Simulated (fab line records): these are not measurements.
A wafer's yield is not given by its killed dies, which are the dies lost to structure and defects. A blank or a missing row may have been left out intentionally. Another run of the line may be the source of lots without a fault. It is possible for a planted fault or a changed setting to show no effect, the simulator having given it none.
A struck lot beside a sound one | flow nandHarc | 14 steps out of a route of 1302
Sound: the wafers L387.2, L387.3, L387.6. Struck: wafer L407.6. The cause comes at the end.
For every step that has rows: the tool of each side, followed by ch and its chambers, followed by its first start. Under that, the readings that differ: sound wafers | struck wafers | difference of the means | sigmas: that difference in standard deviations of wafers without a fault.
alike: same words and numbers on both sides, and readings whose means sit less than 2 such deviations apart. not compared: any withheld reading, any reading some wafer has no value for, any bound like >300 that may hide the same value, and any number with overlapping values for which the record gives no deviation.
The two part at a step that has a row with sigmas, a row that says differs or no value, or rows on one side only. Numbers that have no deviation but don't overlap get no sigmas and don't part them. Lack of a reading on every wafer of one side parts them only where that side has two or more wafers.

first, 4 steps without rows for these wafers: NHARC_A_STAIRCASE_EXPOSE_214 (exposes mask STAIR 3); NHARC_A_STAIRCASE_PEB_215 (peb time 130 s); NHARC_A_STAIRCASE_DEVELOP_216 (time 140 s); NHARC_A_STAIRCASE_HARDBAKE_218 (time 140 s).
NHARC_A_STAIRCASE_DESCUM_219: chemistry O2, time 3 s.
  sound on rieDiel-10 ch 0,1, day 16 18:04; struck on rieDiel-10 ch 3, day 25 18:56
reading              | sound                | struck | difference | sigmas
throttleValvePct (%) | 11.304 11.300 11.304 | 11.327 | +0.024     | +3
  alike: chamberPressureMTorr, drypumpMotorCurrentA, oesProductAu, rfVppV, showerheadPlenumPTorr
  not compared: rfHoursCounterH
NHARC_A_STAIRCASE_TRIM_220: chemistry O2, time 211.2 s.
  sound on rieDiel-10 ch 1,3, day 16 18:10; struck on rieDiel-10 ch 3, day 25 19:03
  alike: chamberPressureMTorr, drypumpMotorCurrentA, oesProductAu, rfVppV, showerheadPlenumPTorr, throttleValvePct
  not compared: rfHoursCounterH
then, 2 steps without rows for these wafers: NHARC_A_STAIRCASE_ETCH_221 (etches the open film in C4F8/O2, target depth 100 nm, time 40.5 s); NHARC_A_STAIRCASE_TRIM_222 (chemistry O2, time 211.2 s).
NHARC_A_STAIRCASE_ETCH_223: etches the open film in C4F8/O2, target depth 100 nm, time 40.5 s.
  sound on rieDiel-10 ch 0,1,2; struck on rieDiel-10 ch 3
reading             | sound             | struck | difference | sigmas
oesProductAu (a.u.) | 0.931 0.922 0.927 | 0.949  | +0.022     | +2
  alike: chamberPressureMTorr, rfVppV
  not compared: rfHoursCounterH
NHARC_A_STAIRCASE_TRIM_224: chemistry O2, time 211.2 s.
  sound on rieDiel-10 ch 0,2,3; struck on rieDiel-10 ch 1
  alike: chamberPressureMTorr, drypumpMotorCurrentA, oesProductAu, rfVppV, showerheadPlenumPTorr, throttleValvePct
  not compared: rfHoursCounterH
then, 1 step without rows for these wafers: NHARC_A_STAIRCASE_ETCH_225 (etches the open film in C4F8/O2, target depth 100 nm, time 40.5 s).
NHARC_A_STAIRCASE_TRIM_226: chemistry O2, time 211.2 s.
  sound on rieDiel-10 ch 0,1,3, day 16 18:52; struck on rieDiel-10 ch 0, day 25 19:44
reading              | sound                | struck | difference | sigmas
oesProductAu (a.u.)  | 0.981 0.989 1.002    | 1.257  | +0.266     | +29
throttleValvePct (%) | 17.037 17.024 17.047 | 17.059 | +0.023     | +2
  alike: chamberPressureMTorr, drypumpMotorCurrentA, rfVppV, showerheadPlenumPTorr
  not compared: rfHoursCounterH
NHARC_A_STAIRCASE_ETCH_227: etches the open film in C4F8/O2, target depth 100 nm, time 40.5 s.
  sound on rieDiel-10 ch 0,1,3; struck on rieDiel-10 ch 2
reading    | sound       | struck | difference | sigmas
rfVppV (V) | 896 891 895 | 905    | +11        | +2
  alike: chamberPressureMTorr, oesProductAu
  not compared: rfHoursCounterH
-- break in the record here, with 9 days between the starts of the struck wafers on either side (left off in module A_STAIRCASE, picked up again in module END, where the first step shown is number 1302 on the route) --
NHARC_END_SORT_01:
  here the record holds rows for the struck wafers (prober-02 ch 0, day 34 13:04) but none for the sound ones

WHERE THEY PART
Last at NHARC_END_SORT_01 as far as this record goes, first at NHARC_A_STAIRCASE_DESCUM_219.

WHY: whatever the simulator had introduced
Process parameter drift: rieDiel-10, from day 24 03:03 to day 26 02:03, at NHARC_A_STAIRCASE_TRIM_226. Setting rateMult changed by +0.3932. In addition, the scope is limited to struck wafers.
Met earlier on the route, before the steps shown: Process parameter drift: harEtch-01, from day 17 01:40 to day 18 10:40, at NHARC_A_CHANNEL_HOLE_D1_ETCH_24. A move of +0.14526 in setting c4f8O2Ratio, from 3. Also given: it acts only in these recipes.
